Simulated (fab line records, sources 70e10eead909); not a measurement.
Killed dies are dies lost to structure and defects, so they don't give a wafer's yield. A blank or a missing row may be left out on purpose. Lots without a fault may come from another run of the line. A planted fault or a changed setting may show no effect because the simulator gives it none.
Chamber matching | flow nand_harc | NHARC_A_SGD_CUT_ETCH_58 on rie_diel-09: 4 sister chambers
The step etches the open film in CF4, target depth 39 nm, time 65 s. 14 wafers are shown with their chamber, then 7 later ones without.

WAFERS WITH THEIR CHAMBER
wafer  | chamber | drypump_motor_current_A (A) | rf_vpp_V (V) | oes_product_au (a.u.)
L077.3 | 1       | 5.2                         | 151.8        | 1.006
L077.5 | 3       | 5.7                         | 151.9        | 1.017
L077.6 | 0       | 5.4                         | 152.1        | 1.001
L083.1 | 3       | 5.6                         | 151.6        | 1.003
L083.2 | 1       | 5.2                         | 150.6        | 1.004
L083.6 | 2       | 5.2                         | 150.5        | 0.986
L086.1 | 0       | 5.4                         | 153.0        | 0.996
L086.2 | 1       | 5.2                         | 151.5        | 1.007
L086.6 | 2       | 5.3                         | 150.4        | 0.996
L089.1 | 1       | 5.1                         | 152.4        | 1.013
L089.4 | 3       | 5.7                         | 150.4        | 0.986
L089.5 | 1       | 5.1                         | 150.6        | 1.014
L093.2 | 0       | 5.4                         | 151.6        | 1.003
L093.5 | 2       | 5.2                         | 150.2        | 0.997

SIGNATURES (means of the wafers above)
reading                 | chamber 0 | chamber 1 | chamber 2 | chamber 3 | scatter within a chamber
drypump_motor_current_A | 5.400     | 5.160     | 5.233     | 5.667     | 0.0503
rf_vpp_V                | 152.233   | 151.380   | 150.367   | 151.300   | 0.69
oes_product_au          | 1.00000   | 1.00880   | 0.99300   | 1.00200   | 0.00813
Rule: a wafer's distance from a chamber is the root of the sum, over the readings, of the square of ((its reading less the chamber's mean) divided by the reading's scatter). The wafer belongs to the nearest chamber; if the next one is less than 2 further off, it can't be placed. The scatter: the root of (the sum of the squares of (reading less its chamber's mean) over the shown wafers, divided by (wafers less chambers)).

WAFERS WITHOUT THEIR CHAMBER
wafer  | drypump_motor_current_A (A) | rf_vpp_V (V) | oes_product_au (a.u.)
L093.6 | 5.1                         | 150.5        | 1.004
L095.2 | 5.1                         | 150.9        | 1.003
L095.3 | 5.2                         | 151.0        | 1.000
L095.6 | 5.7                         | 151.5        | 0.993
L096.1 | 5.7                         | 151.3        | 1.000
L096.3 | 5.3                         | 152.1        | 0.985
L096.4 | 5.4                         | 153.0        | 0.995

WHICH CHAMBER EACH WENT THROUGH
wafer  | from the rows above          | in truth
L093.6 | can't be placed: 1 or 2      | 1
L095.2 | can't be placed: 1 or 2      | 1
L095.3 | can't be placed: 2 or 1      | 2
L095.6 | 3                            | 3
L096.1 | 3                            | 3
L096.3 | can't be placed: 0 or 2 or 1 | 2
L096.4 | 0                            | 0
Placed correctly: 3 of 7. Can't be placed from these rows: 4 (the true chamber is among the candidates in 4). Placed wrongly: 0.
